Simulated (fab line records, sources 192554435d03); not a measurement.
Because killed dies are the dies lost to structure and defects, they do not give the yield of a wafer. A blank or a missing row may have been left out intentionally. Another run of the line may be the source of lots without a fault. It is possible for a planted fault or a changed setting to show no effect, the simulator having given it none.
Which tool did it? || flow n5-finfet || 33 wafers from 11 lots sampled at 6 of the route's 1938 steps

WHAT EACH GAUGE READ, for each wafer
N5_BEOL_M11_CD_MEAS_11 targets a cd of 64.1 nm.
{"lot": "L076", "measured": "day 11 00:01", "on": "cd-sem-01", "cd-nm (nm)": "63.8 63.4 64.5"}
{"lot": "L077", "measured": "day 11 06:13", "on": "cd-sem-01", "cd-nm (nm)": "66.5 65.4 66.1"}
{"lot": "L080", "measured": "day 11 09:34", "on": "cd-sem-03", "cd-nm (nm)": "65.0 64.8 65.3"}
{"lot": "L083", "measured": "day 12 09:04", "on": "cd-sem-02", "cd-nm (nm)": "65.4 65.7 65.6"}
{"lot": "L084", "measured": "day 12 11:23", "on": "cd-sem-03", "cd-nm (nm)": "63.5 63.8 64.3"}
{"lot": "L086", "measured": "day 12 16:52", "on": "cd-sem-03", "cd-nm (nm)": "64.3 65.8 66.1"}
{"lot": "L089", "measured": "day 13 12:34", "on": "cd-sem-02", "cd-nm (nm)": "64.8 63.5 64.0"}
{"lot": "L091", "measured": "day 14 07:25", "on": "cd-sem-03", "cd-nm (nm)": "63.1 64.0 63.8"}
{"lot": "L092", "measured": "day 14 22:40", "on": "cd-sem-03", "cd-nm (nm)": "63.9 63.0 63.5"}
{"lot": "L094", "measured": "day 15 08:43", "on": "cd-sem-03", "cd-nm (nm)": "63.8 63.5 63.0"}
{"lot": "L097", "measured": "day 16 05:19", "on": "cd-sem-02", "cd-nm (nm)": "62.8 62.9 63.6"}

TOOL THAT RAN EACH LOT (tool first, then ch and the chambers of the sampled wafers, then the start)
{"lot": "L076", "N5_BEOL_M9_ETCH_41": "rie-diel-03 ch 1,2,3, day 10 12:06 or earlier", "N5_BEOL_M10_CURE_71": "uv-cure-02 ch 1, day 10 12:06", "N5_BEOL_M10_ETCH_62": "rie-diel-05 ch 0,2, day 10 15:51", "N5_BEOL_M10_DESCUM_33": "rie-diel-05 ch 0,2, day 10 18:17", "N5_BEOL_M10_TRENCH_ETCH_37": "rie-diel-05 ch 0,2, day 11 00:01 or earlier"}
{"lot": "L077", "N5_BEOL_M9_ETCH_41": "rie-diel-06 ch 0,1, day 10 21:49 or earlier", "N5_BEOL_M10_CURE_71": "uv-cure-01 ch 0, day 10 21:49", "N5_BEOL_M10_ETCH_62": "rie-diel-04 ch 0,2,3, day 10 23:39", "N5_BEOL_M10_DESCUM_33": "rie-diel-04 ch 0,3, day 11 01:16", "N5_BEOL_M10_TRENCH_ETCH_37": "rie-diel-04 ch 0,3, day 11 06:13 or earlier"}
{"lot": "L080", "N5_BEOL_M9_ETCH_41": "rie-diel-02 ch 0,1,2, day 11 00:13 or earlier", "N5_BEOL_M10_CURE_71": "uv-cure-01 ch 2, day 11 00:13", "N5_BEOL_M10_ETCH_62": "rie-diel-05 ch 1,2,3, day 11 03:03", "N5_BEOL_M10_DESCUM_33": "rie-diel-01 ch 0,1,2, day 11 05:02", "N5_BEOL_M10_TRENCH_ETCH_37": "rie-diel-01 ch 0,1,2, day 11 09:34 or earlier"}
{"lot": "L083", "N5_BEOL_M9_ETCH_41": "rie-diel-03 ch 0,1,2, day 12 01:05 or earlier", "N5_BEOL_M10_CURE_71": "uv-cure-03 ch 1, day 12 01:05", "N5_BEOL_M10_ETCH_62": "rie-diel-05 ch 2,3, day 12 02:37", "N5_BEOL_M10_DESCUM_33": "rie-diel-04 ch 0,3, day 12 04:46", "N5_BEOL_M10_TRENCH_ETCH_37": "rie-diel-04 ch 0,3, day 12 09:04 or earlier"}
{"lot": "L084", "N5_BEOL_M9_ETCH_41": "rie-diel-02 ch 0,2,3, day 12 01:38 or earlier", "N5_BEOL_M10_CURE_71": "uv-cure-03 ch 0, day 12 01:38", "N5_BEOL_M10_ETCH_62": "rie-diel-05 ch 1,2,3, day 12 02:56", "N5_BEOL_M10_DESCUM_33": "rie-diel-01 ch 2,3, day 12 05:08", "N5_BEOL_M10_TRENCH_ETCH_37": "rie-diel-01 ch 2,3, day 12 11:23 or earlier"}
{"lot": "L086", "N5_BEOL_M9_ETCH_41": "rie-diel-06 ch 0,1,3, day 12 08:12 or earlier", "N5_BEOL_M10_CURE_71": "uv-cure-03 ch 2, day 12 08:12", "N5_BEOL_M10_ETCH_62": "rie-diel-01 ch 0,3, day 12 09:28", "N5_BEOL_M10_DESCUM_33": "rie-diel-05 ch 0,1,2, day 12 11:05", "N5_BEOL_M10_TRENCH_ETCH_37": "rie-diel-05 ch 0,1,2, day 12 16:52 or earlier"}
{"lot": "L089", "N5_BEOL_M9_ETCH_41": "rie-diel-06 ch 0,1,3, day 13 00:46 or earlier", "N5_BEOL_M10_CURE_71": "uv-cure-02 ch 1, day 13 00:46", "N5_BEOL_M10_ETCH_62": "rie-diel-05 ch 1,2,3, day 13 04:00", "N5_BEOL_M10_DESCUM_33": "rie-diel-05 ch 0,1,2, day 13 06:31", "N5_BEOL_M10_TRENCH_ETCH_37": "rie-diel-05 ch 0,1,2, day 13 12:34 or earlier"}
{"lot": "L091", "N5_BEOL_M9_ETCH_41": "rie-diel-06 ch 1,2, day 13 20:26 or earlier", "N5_BEOL_M10_CURE_71": "uv-cure-02 ch 2, day 13 20:26", "N5_BEOL_M10_ETCH_62": "rie-diel-04 ch 0,1,2, day 13 22:38", "N5_BEOL_M10_DESCUM_33": "rie-diel-04 ch 2,3, day 14 00:49", "N5_BEOL_M10_TRENCH_ETCH_37": "rie-diel-04 ch 2,3, day 14 07:25 or earlier"}
{"lot": "L092", "N5_BEOL_M9_ETCH_41": "rie-diel-06 ch 2,3, day 14 13:34 or earlier", "N5_BEOL_M10_CURE_71": "uv-cure-03 ch 2, day 14 13:34", "N5_BEOL_M10_ETCH_62": "rie-diel-04 ch 0,2,3, day 14 15:23", "N5_BEOL_M10_DESCUM_33": "rie-diel-05 ch 0,1,2, day 14 17:17", "N5_BEOL_M10_TRENCH_ETCH_37": "rie-diel-05 ch 0,1,2, day 14 22:40 or earlier"}
{"lot": "L094", "N5_BEOL_M9_ETCH_41": "rie-diel-03 ch 0,1, day 15 01:37 or earlier", "N5_BEOL_M10_CURE_71": "uv-cure-01 ch 0, day 15 01:37", "N5_BEOL_M10_ETCH_62": "rie-diel-01 ch 1,3, day 15 02:44", "N5_BEOL_M10_DESCUM_33": "rie-diel-01 ch 0,1,3, day 15 03:42", "N5_BEOL_M10_TRENCH_ETCH_37": "rie-diel-01 ch 0,1,3, day 15 08:43 or earlier"}
{"lot": "L097", "N5_BEOL_M9_ETCH_41": "rie-diel-06 ch 1,3, day 15 19:40 or earlier", "N5_BEOL_M10_CURE_71": "uv-cure-03 ch 0, day 15 19:40", "N5_BEOL_M10_ETCH_62": "rie-diel-04 ch 1,3, day 15 21:19", "N5_BEOL_M10_DESCUM_33": "rie-diel-01 ch 0,1, day 15 22:36", "N5_BEOL_M10_TRENCH_ETCH_37": "rie-diel-01 ch 0,1, day 16 05:19 or earlier"}
- N5_BEOL_M9_ETCH_41: etches SiCN in CH3F/O2, target depth 36.6 nm, time 70.1 s.
- N5_BEOL_M10_CURE_71: cures SiCOH lowk, time 240 s.
- N5_BEOL_M10_ETCH_62: etches SOC in N2/H2, target depth 110 nm, overetch 22 nm, time 165 s.
- N5_BEOL_M10_DESCUM_33: chemistry O2, time 7.9 s.
- N5_BEOL_M10_TRENCH_ETCH_37: etches SiCOH lowk in C4F6/O2, target depth 148.83 nm, time 48 s.

THE ANSWER, worked out from the rows above alone
Rule: usual is defined by the lots themselves. The widest of any qualifying gaps counts: lots, ordered by their means at a reading, are off when they make up no more than a third of the lots, leave a main group of 4 or more, and stand apart from it by 3 or more times the standard deviation of that group's means. A main group is skipped when, at the precision printed for the reading in the tables above, its means are all equal. Also off: a lot with no number at a reading for which 4 or more lots have one. The other lots that the step has rows for count as sound.
Nothing can be told from this: no lot is off at any reading shown.

WHAT WAS PUT IN BY THE SIMULATOR
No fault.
